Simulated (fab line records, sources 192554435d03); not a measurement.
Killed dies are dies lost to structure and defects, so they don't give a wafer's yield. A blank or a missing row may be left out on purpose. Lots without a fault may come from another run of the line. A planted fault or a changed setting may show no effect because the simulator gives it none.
fab line records | flow n5_finfet
record lots=14 wafers=42 last_day=17
route steps=1938 shown GATE_CUT@484
lots that met no fault: from a run of the same line without faults
start_h: hours from the record's first day to the start of the lot's first wafer shown | wait_h: hours since the lot's step before | " the same as in the row above | L1.1+2: a row that stands for several wafers | - no value, or no start given | * or withheld: withheld | < > ~ a bound
route shown NAME@n: a module of which the file shows steps, and the number in the route of the first | usual: mean/standard deviation of fault-free wafers | same: alike in all rows | chamber/n: place in a boat | sites: the reading at each site | _std_site: their standard deviation | _edge_site: outer sites' mean less inner sites' | radius_mm: how far each site lies from the wafer's centre | mask NAME#n: copy n | behind: the tool/chamber that last shaped the wafer | hold: why the lot was held/for how many hours/how that ended | device: the transistor (n, p or np) that didn't switch | end of line: the same wafers' tests at the end of the route | a step without rows: its recipe alone | killed: dies lost to structure and defects at the first sort, not the wafer's yield | map: a wafer's dies, x killed, . not, _ none there
set.NAME: the setting as run; set.NAME@STEP: as run at that earlier step | model.NAME: the simulator's own value behind a step, which no gauge read
steps of the route over a sample of lots; a table a step, a row a wafer
services: from which hour (start_h, from the record's first day; less than 0 if before it) a tool's chamber was out of use, for how many hours, and why
## steps
# step N5_GATE_CUT_EXPOSE_10
# recipe mask_id=GATE_CUT na=0.33 source_shape=annular sigma_inner=0.35 sigma_outer=0.8 polarization=unpolarized target_cd_nm=20 dose_mj=43.25
# usual exposure_dose_mJ_cm2=43.18/0.053 focus_offset_nm=0.0/0.63
# columns lot.wafer tool chamber start_h wait_h mask exposure_dose_mJ_cm2 focus_offset_nm
L473.1 euv_scanner-02 0 92.54 - GATE_CUT#0 43.17 1.7
L473.3 " 0 " " GATE_CUT#0 43.21 1.4
L473.5 " 0 " " GATE_CUT#0 43.22 1.2
L476.1 euv_scanner-01 0 106.51 - GATE_CUT#0 43.21 0.8
L476.2 " 0 " " GATE_CUT#0 43.18 0.2
L476.4 " 0 " " GATE_CUT#0 43.20 0.1
L477.1 euv_scanner-02 - 111.24 - GATE_CUT#0 - -
L477.2 " - " " GATE_CUT#0 - -
L477.5 " - " " GATE_CUT#0 - -
L478.2 euv_scanner-01 - 120.68 - GATE_CUT#0 - -
L478.3 " - " " GATE_CUT#0 - -
L478.4 " - " " GATE_CUT#0 - -
L484.2 euv_scanner-01 0 156.89 - GATE_CUT#0 43.11 -0.1
L484.4 " 0 " " GATE_CUT#0 43.11 -0.5
L484.6 " 0 " " GATE_CUT#0 43.13 -0.6
L485.1 euv_scanner-02 0 161.78 - GATE_CUT#0 43.22 0.4
L485.3 " 0 " " GATE_CUT#0 43.25 -0.2
L485.5 " 0 " " GATE_CUT#0 43.29 -0.1
L486.1 euv_scanner-01 0 170.39 - GATE_CUT#0 43.04 -0.2
L486.2 " 0 " " GATE_CUT#0 43.06 0.5
L486.4 " 0 " " GATE_CUT#0 43.07 0.1
L489.3 euv_scanner-02 0 187.37 - GATE_CUT#0 43.29 -0.1
L489.4 " 0 " " GATE_CUT#0 43.26 -0.3
L489.6 " 0 " " GATE_CUT#0 43.35 -0.2
L490.1 euv_scanner-02 0 195.67 - GATE_CUT#0 43.21 -0.3
L490.2 " 0 " " GATE_CUT#0 43.16 -0.2
L490.5 " 0 " " GATE_CUT#0 43.15 1.1
L491.4 euv_scanner-01 0 198.01 - GATE_CUT#0 43.19 0.0
L491.5 " 0 " " GATE_CUT#0 43.10 -0.1
L491.6 " 0 " " GATE_CUT#0 43.17 0.5
L492.2 euv_scanner-01 0 205.76 - GATE_CUT#0 43.15 0.1
L492.3 " 0 " " GATE_CUT#0 43.28 -0.5
L492.4 " 0 " " GATE_CUT#0 43.16 -0.1
L493.1 euv_scanner-02 0 210.92 - GATE_CUT#0 43.14 0.7
L493.4 " 0 " " GATE_CUT#0 43.12 0.5
L493.5 " 0 " " GATE_CUT#0 43.18 0.3
L494.1 euv_scanner-02 0 217.05 - GATE_CUT#0 43.14 0.0
L494.2 " 0 " " GATE_CUT#0 43.21 0.2
L494.6 " 0 " " GATE_CUT#0 43.19 -0.4
L495.1 euv_scanner-01 0 223.01 - GATE_CUT#0 43.10 -0.5
L495.3 " 0 " " GATE_CUT#0 43.19 -0.4
L495.5 " 0 " " GATE_CUT#0 43.09 -0.1
# step N5_GATE_CUT_CD_MEAS_13
# recipe target_cd_nm=20 landing_energy_ev=500 detector=se_inlens
# usual cd_nm=20.13/0.23
# columns lot.wafer tool chamber start_h wait_h cd_nm
L473.1 cd_sem-03 0 92.67 - 20.41
L473.3 " 0 " " 20.09
L473.5 " 0 " " 20.12
L476.1 cd_sem-03 0 106.64 - 20.18
L476.2 " 0 " " 20.09
L476.4 " 0 " " 19.80
L477.1 cd_sem-02 0 111.37 - -
L477.2 " 0 " " -
L477.5 " 0 " " -
L478.2 cd_sem-02 0 120.81 - -
L478.3 " 0 " " -
L478.4 " 0 " " -
L484.2 cd_sem-02 0 157.01 - 19.87
L484.4 " 0 " " 20.18
L484.6 " 0 " " 20.25
L485.1 cd_sem-03 0 161.92 - 20.39
L485.3 " 0 " " 20.11
L485.5 " 0 " " 19.59
L486.1 cd_sem-03 0 170.53 - 19.90
L486.2 " 0 " " 19.99
L486.4 " 0 " " 20.43
L489.3 cd_sem-01 0 187.49 - 20.31
L489.4 " 0 " " 19.88
L489.6 " 0 " " 20.18
L490.1 cd_sem-02 0 195.80 - 20.09
L490.2 " 0 " " 20.45
L490.5 " 0 " " 20.03
L491.4 cd_sem-03 0 198.13 - 20.24
L491.5 " 0 " " 20.02
L491.6 " 0 " " 19.95
L492.2 cd_sem-03 0 205.88 - 20.05
L492.3 " 0 " " 20.11
L492.4 " 0 " " 20.16
L493.1 cd_sem-03 0 211.06 - 19.91
L493.4 " 0 " " 20.24
L493.5 " 0 " " 19.81
L494.1 cd_sem-01 0 217.18 - 19.92
L494.2 " 0 " " 20.30
L494.6 " 0 " " 20.67
L495.1 cd_sem-01 0 223.14 - 19.69
L495.3 " 0 " " 19.93
L495.5 " 0 " " 20.44
# step N5_GATE_CUT_ETCH_28
# recipe chemistry=N2/H2 target=underlayer target_depth_a=130 mask_material=CAR-EUV time_s=10.4 ion_energy_ev=200 pressure_mtorr=30 source_w=840 bias_w=150 n2_flow_sccm=200 h2_flow_sccm=200 ends=cleared
# usual drypump_motor_current_A=5.8/0.4 etch_rf_on_time_s=10.44/0.19 n2_flow_sccm=199.9/0.57 oes_product_au=0.65/0.047 rf_vpp_V=523.8/2.2 showerhead_plenum_p_Torr=2.54/0.075 throttle_valve_pct=17.90/0.18
# columns lot.wafer tool chamber start_h wait_h drypump_motor_current_A etch_rf_on_time_s n2_flow_sccm oes_product_au rf_hours_counter_h rf_vpp_V showerhead_plenum_p_Torr throttle_valve_pct
L473.1 rie_diel-05 0 92.87 0.0 6.1 10.22 199.4 0.75 38 526.9 2.58 17.88
L473.3 " 1 " " 6.3 10.76 199.5 0.60 204 525.6 2.63 17.85
L473.5 " 3 " " 6.1 10.25 200.4 0.70 - 522.0 2.45 17.55
L476.1 rie_diel-05 1 106.91 0.0 6.3 10.87 199.6 0.58 209 526.8 2.63 17.86
L476.2 " 0 " " 6.1 10.32 200.6 0.74 42 524.4 2.58 17.89
L476.4 " 2 " " 5.3 10.67 201.4 0.62 - 527.0 2.66 17.75
L477.1 rie_diel-02 0 111.54 0.0 5.8 10.56 200.1 0.63 184 524.2 2.52 18.02
L477.2 " 3 " " 5.9 10.49 199.8 0.62 208 523.0 2.52 17.76
L477.5 " 1 " " 6.1 10.46 199.5 0.68 - 521.1 2.47 18.19
L478.2 rie_diel-04 3 121.40 0.0 5.2 10.36 199.7 0.60 231 523.5 2.50 17.56
L478.3 " 2 " " 6.2 10.58 200.6 0.63 144 523.8 2.54 17.95
L478.4 " 0 " " 5.2 10.55 199.3 0.62 176 518.5 2.43 17.91
L484.2 rie_diel-02 1 157.32 0.0 6.0 10.31 200.2 0.67 105 521.9 2.46 18.19
L484.4 " 0 " " 5.8 10.47 200.0 0.63 - 522.7 2.52 18.04
L484.6 " 1 " " 6.0 10.26 200.1 0.66 - 522.8 2.46 18.21
L485.1 rie_diel-02 2 162.08 0.0 6.3 10.32 199.9 0.63 165 527.3 2.64 17.96
L485.3 " 0 " " 5.8 10.43 200.7 0.63 201 522.4 2.51 18.05
L485.5 " 2 " " 6.3 10.30 199.9 0.63 - 525.5 2.64 17.96
L486.1 rie_diel-02 1 170.68 0.0 6.1 10.41 198.4 0.66 110 521.9 2.46 18.22
L486.2 " 0 " " 5.8 10.48 198.5 0.62 204 523.1 2.51 18.05
L486.4 " 3 " " 5.8 10.51 199.8 0.61 221 523.7 2.51 17.77
L489.3 rie_diel-05 0 187.65 0.0 6.1 10.15 199.1 0.72 68 525.0 2.56 17.92
L489.4 " 1 " " 6.3 10.60 199.1 0.58 228 527.2 2.62 17.90
L489.6 " 2 " " 5.3 10.56 200.2 0.62 - 526.2 2.65 17.79
L490.1 rie_diel-05 1 195.96 0.0 6.3 10.63 200.1 0.58 230 526.0 2.62 17.90
L490.2 " 2 " " 5.3 10.53 200.5 0.61 191 526.8 2.65 17.82
L490.5 " 3 " " 6.1 10.24 200.4 0.67 - 520.8 2.44 17.60
L491.4 rie_diel-04 0 198.29 0.0 5.2 10.67 199.6 0.61 - 519.2 2.42 17.94
L491.5 " 2 " " 6.2 10.53 199.0 0.62 - 523.7 2.53 17.97
L491.6 " 1 " " 5.2 10.85 200.0 0.73 - 524.8 2.59 17.79
L492.2 rie_diel-04 0 206.05 0.0 5.2 10.52 199.1 0.60 202 521.3 2.42 17.94
L492.3 " 1 " " 5.2 10.89 199.5 0.72 47 524.1 2.59 17.81
L492.4 " 1 " " 5.2 10.73 200.1 0.72 - 524.3 2.59 17.82
L493.1 rie_diel-04 1 211.22 0.0 5.2 10.89 200.8 0.72 49 525.2 2.59 17.81
L493.4 " 0 " " 5.2 10.60 199.8 0.60 - 522.3 2.42 17.95
L493.5 " 1 " " 5.2 10.75 200.6 0.73 - 525.5 2.59 17.82
L494.1 rie_diel-02 0 217.34 0.0 5.8 10.53 200.4 0.61 218 523.9 2.51 18.08
L494.2 " 2 " " 6.2 10.53 200.2 0.61 181 525.4 2.63 17.99
L494.6 " 1 " " 6.0 10.38 200.6 0.65 - 522.2 2.45 18.24
L495.1 rie_diel-05 3 223.30 0.0 6.1 10.33 199.9 0.67 111 522.8 2.43 17.61
L495.3 " 2 " " 5.3 10.76 200.3 0.60 199 526.3 2.64 17.83
L495.5 " 1 " " 6.3 10.94 200.6 0.57 - 525.1 2.62 17.90
# step N5_GATE_CUT_ETCH_37
# recipe chemistry=N2/H2 target=SOC target_depth_a=600 overetch_a=120 mask_material=SiARC temp_c=40 time_s=90 ion_energy_ev=200 pressure_mtorr=30 source_w=840 bias_w=150 n2_flow_sccm=200 h2_flow_sccm=200
# usual drypump_motor_current_A=5.8/0.4 n2_flow_sccm=200.1/0.5 oes_product_au=0.68/0.048 rf_vpp_V=523.8/2.1 showerhead_plenum_p_Torr=2.54/0.075 throttle_valve_pct=17.87/0.18
# columns lot.wafer tool chamber start_h wait_h drypump_motor_current_A n2_flow_sccm oes_product_au rf_hours_counter_h rf_vpp_V showerhead_plenum_p_Torr throttle_valve_pct
L473.1 rie_diel-05 0 92.92 0.0 6.1 200.8 0.78 38 526.4 2.58 17.86
L473.3 " 1 " " 6.3 200.5 0.63 204 526.2 2.63 17.83
L473.5 " 3 " " 6.1 199.7 0.73 - 520.7 2.45 17.51
L476.1 rie_diel-05 1 106.96 0.0 6.3 200.6 0.63 209 525.6 2.63 17.84
L476.2 " 0 " " 6.1 199.5 0.76 42 525.3 2.58 17.86
L476.4 " 2 " " 5.3 200.3 0.66 - 524.8 2.66 17.73
L477.1 rie_diel-02 0 111.58 0.0 5.8 200.0 0.67 184 524.0 2.52 17.99
L477.2 " 3 " " 5.8 200.7 0.65 208 523.8 2.52 17.71
L477.5 " 1 " " 6.0 200.0 0.71 - 521.4 2.47 18.15
L478.2 rie_diel-04 3 121.44 0.0 5.3 199.6 0.63 231 522.7 2.50 17.55
L478.3 " 2 " " 6.2 200.3 0.67 144 525.3 2.54 17.93
L478.4 " 0 " " 5.2 200.5 0.66 176 521.1 2.43 17.87
L484.2 rie_diel-02 1 157.36 0.0 6.0 200.3 0.70 105 520.3 2.46 18.17
L484.4 " 0 " " 5.8 200.1 0.66 - 523.0 2.52 18.01
L484.6 " 1 " " 6.0 199.7 0.70 - 522.5 2.46 18.18
L485.1 rie_diel-02 2 162.13 0.0 6.3 200.3 0.66 165 527.2 2.64 17.93
L485.3 " 0 " " 5.8 200.8 0.66 201 523.5 2.52 18.01
L485.5 " 2 " " 6.3 199.6 0.65 - 526.5 2.64 17.93
L486.1 rie_diel-02 1 170.73 0.0 6.1 199.1 0.70 110 521.4 2.46 18.20
L486.2 " 0 " " 5.8 199.9 0.66 204 523.6 2.51 18.02
L486.4 " 3 " " 5.9 200.1 0.64 221 524.4 2.51 17.75
L489.3 rie_diel-05 0 187.69 0.0 6.0 199.6 0.74 68 525.3 2.57 17.92
L489.4 " 1 " " 6.3 199.9 0.62 228 525.8 2.62 17.85
L489.6 " 2 " " 5.3 199.9 0.64 - 525.6 2.65 17.81
L490.1 rie_diel-05 1 196.01 0.0 6.3 200.4 0.62 230 525.2 2.62 17.86
L490.2 " 2 " " 5.3 199.6 0.64 191 526.1 2.65 17.79
L490.5 " 3 " " 6.1 200.0 0.70 - 520.1 2.44 17.57
L491.4 rie_diel-04 0 198.36 0.0 5.2 200.9 0.64 - 522.2 2.42 17.92
L491.5 " 2 " " 6.2 199.9 0.66 - 523.5 2.53 17.98
L491.6 " 1 " " 5.2 200.5 0.77 - 525.6 2.59 17.78
L492.2 rie_diel-04 0 206.09 0.0 5.2 199.5 0.64 202 520.0 2.42 17.91
L492.3 " 1 " " 5.2 200.5 0.77 47 524.7 2.59 17.80
L492.4 " 1 " " 5.2 200.2 0.77 - 525.1 2.59 17.79
L493.1 rie_diel-04 1 211.26 0.0 5.2 199.9 0.77 49 525.2 2.59 17.81
L493.4 " 0 " " 5.2 201.0 0.64 - 521.3 2.42 17.91
L493.5 " 1 " " 5.2 200.6 0.77 - 523.4 2.59 17.78
L494.1 rie_diel-02 0 217.38 0.0 5.8 199.2 0.64 218 522.4 2.51 18.04
L494.2 " 2 " " 6.3 199.6 0.64 181 527.5 2.63 17.98
L494.6 " 1 " " 6.0 199.3 0.68 - 522.4 2.45 18.23
L495.1 rie_diel-05 3 223.35 0.0 6.1 200.1 0.70 111 520.1 2.43 17.58
L495.3 " 2 " " 5.3 200.4 0.64 199 526.4 2.64 17.80
L495.5 " 1 " " 6.3 201.1 0.61 - 523.9 2.62 17.87
## services
# columns tool chamber start_h hours kind
euv_scanner-02 - 69.10 4.6 pm
rie_diel-05 1 75.65 12.2 repair
euv_scanner-01 - 93.55 0.3 repair
euv_scanner-02 - 99.97 1.0 pm
rie_diel-04 3 102.34 4.6 repair
rie_diel-02 2 104.30 10.3 repair
rie_diel-05 3 106.16 6.8 repair
euv_scanner-01 - 112.98 1.0 pm
rie_diel-05 1 139.32 17.3 repair
euv_scanner-01 - 140.87 2.1 repair
rie_diel-02 3 143.02 4.5 repair
rie_diel-04 0 150.47 3.8 repair
rie_diel-02 3 155.23 9.1 repair
euv_scanner-02 - 156.12 1.0 pm
euv_scanner-01 - 169.13 1.0 pm
rie_diel-04 2 180.80 8.5 repair
rie_diel-04 3 189.27 - clean
rie_diel-04 3 189.27 - consumable_replace:focus_ring
rie_diel-04 3 189.27 22.4 scheduled_down
rie_diel-04 3 189.27 22.4 vent_cycle
rie_diel-02 - 189.99 2.8 pm
euv_scanner-01 - 208.25 1.9 repair
euv_scanner-02 - 212.27 1.0 pm
euv_scanner-01 - 214.53 4.6 pm
## key
first_sign step=N5_GATE_CUT_EXPOSE_10 reading=tool_record direction=missing
effect none on later readings
met_at N5_GATE_CUT_EXPOSE_10
struck_lots L477,L478
later_rows_left_out L477.1,L477.2,L477.5,L478.2,L478.3,L478.4
sort_left_out L477.1,L477.2,L477.5,L478.2,L478.3,L478.4
not_acting_at N5_GATE_CUT_CD_MEAS_13,N5_GATE_CUT_ETCH_28,N5_GATE_CUT_ETCH_37
onset_between 106.51 111.24
fault kind=skipped_step_whole tool=euv_scanner-01,euv_scanner-02 chamber=- onset_h=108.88 steps=N5_GATE_CUT_EXPOSE_10 scope=struck_lots_only
# sort_left_out: the simulated sort isn't trusted on such a fault, so these wafers' sort isn't shown, and their yield isn't known
# later_rows_left_out: the simulator's readings of these wafers behind a module that went badly wrong aren't trusted and aren't shown, but for the sort
